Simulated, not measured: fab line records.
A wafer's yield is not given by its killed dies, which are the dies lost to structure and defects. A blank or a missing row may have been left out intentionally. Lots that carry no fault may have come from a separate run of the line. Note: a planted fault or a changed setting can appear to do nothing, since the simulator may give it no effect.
Which of the tools did it? | flow nand-harc | 12 lots with 36 wafers sampled at 4 steps, on a route of 1159 steps

## WHAT THE GAUGES READ, wafer by wafer
The record lacks any reading of a measuring or inspecting step that a usual standard deviation could be used to judge.

## WHAT TOOL EACH LOT RAN ON (gives the tool, then ch and the chambers of the sampled wafers, and finally the start)
lot  | NHARC_A_CONTACT_DESCUM_74          | NHARC_A_CONTACT_ETCH_77                       | NHARC_A_CONTACT_ETCH_128             | NHARC_A_CONTACT_ETCH_91
L304 | rie-diel-05 ch 0,1,2, day 16 18:11 | rie-diel-05 ch 1,2,3, day 16 20:16 or earlier | har-cap-etch-01 ch 0,1, day 16 20:16 | rie-diel-08 ch 1,2,3, day 16 21:34
L305 | rie-diel-05 ch 1,2, day 17 00:23   | rie-diel-05 ch 0,1,2, day 17 02:11 or earlier | har-cap-etch-01 ch 0,1, day 17 02:11 | rie-diel-05 ch 0,1,2, day 17 03:27
L307 | rie-diel-05 ch 0,1,2, day 17 05:56 | rie-diel-05 ch 1,3, day 17 07:41 or earlier   | har-cap-etch-01 ch 0,1, day 17 07:41 | rie-diel-08 ch 1,2, day 17 08:58
L310 | rie-diel-08 ch 0,2,3, day 18 03:37 | rie-diel-08 ch 0,1,3, day 18 05:22 or earlier | har-cap-etch-01 ch 0,1, day 18 05:22 | rie-diel-11 ch 0,1,2, day 18 06:38
L311 | rie-diel-05 ch 0,2, day 19 02:44   | rie-diel-05 ch 0,2, day 19 04:59 or earlier   | har-cap-etch-02 ch 0,1, day 19 04:59 | rie-diel-05 ch 1,2, day 19 06:16
L313 | rie-diel-05 ch 0,1, day 19 14:12   | rie-diel-05 ch 1,2,3, day 19 16:05 or earlier | har-cap-etch-01 ch 1, day 19 16:05   | rie-diel-05 ch 2,3, day 19 17:22
L315 | rie-diel-11 ch 2,3, day 19 18:04   | rie-diel-11 ch 0,1,3, day 19 19:52 or earlier | har-cap-etch-03 ch 0,1, day 19 19:52 | rie-diel-05 ch 1,2,3, day 19 21:07
L314 | rie-diel-05 ch 1,2, day 19 18:28   | rie-diel-05 ch 0,1,2, day 19 20:14 or earlier | har-cap-etch-02 ch 0,1, day 19 20:14 | rie-diel-08 ch 0,2,3, day 19 21:30
L319 | rie-diel-05 ch 0,1,2, day 20 06:59 | rie-diel-05 ch 0,1, day 20 08:47 or earlier   | har-cap-etch-03 ch 0,1, day 20 08:47 | rie-diel-05 ch 0,1,3, day 20 10:02
L318 | rie-diel-08 ch 0,1,3, day 20 08:44 | rie-diel-08 ch 0,1,2, day 20 10:30 or earlier | har-cap-etch-02 ch 0,1, day 20 10:30 | rie-diel-05 ch 0,2,3, day 20 11:45
L325 | rie-diel-05 ch 1,2, day 22 03:02   | rie-diel-05 ch 0,1,2, day 22 04:59 or earlier | har-cap-etch-03 ch 0,1, day 22 04:59 | rie-diel-08 ch 0,1,3, day 22 06:16
L326 | rie-diel-11 ch 0,1,3, day 22 06:41 | rie-diel-11 ch 0,1,2, day 22 08:26 or earlier | har-cap-etch-02 ch 0,1, day 22 08:26 | rie-diel-08 ch 0,2,3, day 22 09:43
- NHARC_A_CONTACT_DESCUM_74: chemistry O2, time 3 s.
- NHARC_A_CONTACT_ETCH_77: etches the open film in CF4/CHF3, target depth 72.6 nm, time 36.3 s.
- NHARC_A_CONTACT_ETCH_128: etches the open film in C4F8/O2/Ar, time 155 s, target depth 956 nm.
- NHARC_A_CONTACT_ETCH_91: etches the open film in CH3F/O2, target depth 40 nm, time 85.7 s.

## AS READ BY THE TOOLS THEMSELVES (means over the sampled wafers that have a number; for cases with no such wafer, the mark the record gives instead)
NHARC_A_CONTACT_DESCUM_74. Usual: drypump-motor-current-A 5.9 A, standard deviation 0.41; oes-product-au 1.002 a.u., standard deviation 0.0075; rf-vpp-V 58.1 V, standard deviation 0.85; showerhead-plenum-p-Torr 1.96 Torr, standard deviation 0.074; throttle-valve-pct 11.309 %, standard deviation 0.0091.
lot  | tool        | drypump-motor-current-A (A) | oes-product-au (a.u.) | rf-vpp-V (V) | showerhead-plenum-p-Torr (Torr) | throttle-valve-pct (%) | flag
L304 | rie-diel-05 | 6.0                         | 1.007                 | 58.5         | 2.00                            | 11.308                 |
L305 | rie-diel-05 | 5.9                         | 1.008                 | 58.1         | 1.99                            | 11.317                 |
L307 | rie-diel-05 | 5.9                         | 1.004                 | 57.1         | 1.99                            | 11.314                 |
L310 | rie-diel-08 | 5.7                         | 1.001                 | 57.6         | 1.95                            | 11.305                 |
L311 | rie-diel-05 | 6.3                         | 1.004                 | 57.8         | 1.98                            | 11.312                 |
L313 | rie-diel-05 | 6.0                         | 1.004                 | 58.6         | 2.00                            | 11.317                 |
L315 | rie-diel-11 | 6.1                         | 1.005                 | 57.8         | 1.85                            | 11.312                 |
L314 | rie-diel-05 | 5.9                         | 0.997                 | 58.6         | 1.98                            | 11.308                 |
L319 | rie-diel-05 | 5.9                         | 1.001                 | 58.8         | 1.99                            | 11.309                 |
L318 | rie-diel-08 | 5.8                         | 1.005                 | 58.0         | 1.86                            | 11.305                 |
L325 | rie-diel-05 | 5.9                         | 0.991                 | 57.8         | 1.98                            | 11.296                 |
L326 | rie-diel-11 | 6.2                         | 1.011                 | 57.7         | 1.89                            | 11.315                 |

NHARC_A_CONTACT_ETCH_77. Usual: drypump-motor-current-A 5.9 A, standard deviation 0.41; oes-product-au 0.937 a.u., standard deviation 0.018; rf-vpp-V 371.7 V, standard deviation 2.1; showerhead-plenum-p-Torr 1.61 Torr, standard deviation 0.06; throttle-valve-pct 16.804 %, standard deviation 0.0086.
lot  | tool        | drypump-motor-current-A (A) | oes-product-au (a.u.) | rf-vpp-V (V) | showerhead-plenum-p-Torr (Torr) | throttle-valve-pct (%) | flag
L304 | rie-diel-05 | 5.8                         | 0.931                 | 372.8        | 1.64                            | 16.802                 |
L305 | rie-diel-05 | 5.9                         | 0.932                 | 372.3        | 1.64                            | 16.816                 |
L307 | rie-diel-05 | 5.7                         | 0.928                 | 373.4        | 1.65                            | 16.805                 |
L310 | rie-diel-08 | 5.7                         | 0.924                 | 369.3        | 1.53                            | 16.808                 |
L311 | rie-diel-05 | 6.3                         | 0.932                 | 372.3        | 1.63                            | 16.801                 |
L313 | rie-diel-05 | 5.8                         | 0.928                 | 373.5        | 1.64                            | 16.800                 |
L315 | rie-diel-11 | 6.2                         | 0.972                 | 370.6        | 1.56                            | 16.798                 |
L314 | rie-diel-05 | 5.9                         | 0.929                 | 372.7        | 1.63                            | 16.804                 |
L319 | rie-diel-05 | 6.0                         | 0.968                 | 372.7        | 1.64                            | 16.802                 |
L318 | rie-diel-08 | 5.7                         | 0.918                 | 371.5        | 1.58                            | 16.813                 |
L325 | rie-diel-05 | 5.9                         | 0.955                 | 372.3        | 1.63                            | 16.806                 |
L326 | rie-diel-11 | 6.0                         | 0.928                 | 370.7        | 1.58                            | 16.804                 |

NHARC_A_CONTACT_ETCH_91. Usual: drypump-motor-current-A 5.9 A, standard deviation 0.39; oes-product-au 0.946 a.u., standard deviation 0.029; rf-vpp-V 245.0 V, standard deviation 1.6; showerhead-plenum-p-Torr 2.51 Torr, standard deviation 0.1; throttle-valve-pct 20.664 %, standard deviation 0.009.
lot  | tool        | drypump-motor-current-A (A) | oes-product-au (a.u.) | rf-vpp-V (V) | showerhead-plenum-p-Torr (Torr) | throttle-valve-pct (%) | flag
L304 | rie-diel-08 | 5.5                         | 1.005                 | 244.1        | 2.42                            | 20.673                 |
L305 | rie-diel-05 | 6.0                         | 0.926                 | 246.1        | 2.56                            | 20.660                 |
L307 | rie-diel-08 | 5.4                         | 0.929                 | 245.8        | 2.51                            | 20.663                 |
L310 | rie-diel-11 | 6.0                         | 0.999                 | 245.8        | 2.49                            | 20.663                 |
L311 | rie-diel-05 | 5.6                         | 0.937                 | 246.3        | 2.56                            | 20.662                 |
L313 | rie-diel-05 | 6.1                         | 0.928                 | 245.3        | 2.55                            | 20.664                 |
L315 | rie-diel-05 | 5.8                         | 0.928                 | 246.2        | 2.56                            | 20.665                 |
L314 | rie-diel-08 | 5.7                         | 0.933                 | 244.9        | 2.49                            | 20.661                 |
L319 | rie-diel-05 | 5.8                         | 0.864                 | 244.9        | 2.57                            | 20.663                 |
L318 | rie-diel-05 | 6.1                         | 0.860                 | 246.0        | 2.55                            | 20.663                 |
L325 | rie-diel-08 | 5.8                         | 0.925                 | 245.3        | 2.51                            | 20.654                 |
L326 | rie-diel-08 | 5.7                         | 0.935                 | 244.0        | 2.49                            | 20.670                 |

## THE ANSWER, worked out from the rows above alone
Rule: a lot is off if the mean of its wafers that have a number lies more than 3 standard deviations from the usual mean. Also off: a lot with no number at a reading for which 4 or more lots have one. Any other lot the step has rows for is counted as sound. First the gauges in route order, then the tools' own readings, where a lot's mean is used as printed above. The first step at which some lot is off is used, and at that step the reading that is off furthest; a lot without a number counts as furthest.
No lot is off at any reading shown: from this, nothing can be told.

## WHAT THE SIMULATOR HAD INSERTED
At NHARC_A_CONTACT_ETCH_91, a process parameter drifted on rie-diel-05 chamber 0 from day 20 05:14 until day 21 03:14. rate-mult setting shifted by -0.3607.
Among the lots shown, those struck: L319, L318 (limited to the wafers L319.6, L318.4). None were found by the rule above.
